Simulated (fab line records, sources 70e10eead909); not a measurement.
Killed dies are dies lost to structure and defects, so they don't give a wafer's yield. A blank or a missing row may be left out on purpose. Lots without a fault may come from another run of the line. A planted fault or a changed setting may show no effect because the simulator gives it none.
Which tool did it? | flow nand_harc | 11 lots, 33 wafers sampled, at 1 step of a route of 1302

WHAT THE GAUGES READ, wafer by wafer
NHARC_A_SGD_CUT_INSPECT_25.
lot  | measured     | on                | raw_defect_count
L357 | day 19 01:50 | defect_inspect-02 | 317 296 372
L358 | day 19 19:42 | defect_inspect-01 | 428 415 413
L360 | day 21 02:55 | defect_inspect-01 | 360 514 337
L362 | day 21 02:55 | defect_inspect-02 | 353 406 394
L361 | day 21 02:56 | defect_inspect-01 | 351 299 340
L363 | day 22 09:31 | defect_inspect-02 | 386 452 389
L366 | day 23 15:45 | defect_inspect-02 | 375 427 490
L368 | day 23 15:54 | defect_inspect-01 | 552 527 515
L369 | day 24 12:25 | defect_inspect-02 | 368 321 366
L370 | day 24 23:51 | defect_inspect-02 | 388 404 420
L380 | day 29 10:08 | defect_inspect-01 | 265 361 838

WHICH TOOL RAN EACH LOT (tool, then ch and the chambers of the sampled wafers, then the start)
The record holds no process step before these readings.

THE ANSWER, worked out from the rows above alone
Rule: what is usual is taken from the lots themselves. Put in order of their means at a reading, lots are off if they are a third of the lots or fewer, leave a main group of 4 or more, and stand apart from it by a gap of 3 or more times the standard deviation of the main group's means; of several such gaps the widest counts. A main group whose means are all the same, to the digits that the tables above print for the reading, isn't used. A lot without any number at a reading at which 4 lots or more have one is off too. The other lots that the step has rows for count as sound.
No lot is off at any reading shown: from this, nothing can be told.

WHAT THE SIMULATOR HAD PUT IN
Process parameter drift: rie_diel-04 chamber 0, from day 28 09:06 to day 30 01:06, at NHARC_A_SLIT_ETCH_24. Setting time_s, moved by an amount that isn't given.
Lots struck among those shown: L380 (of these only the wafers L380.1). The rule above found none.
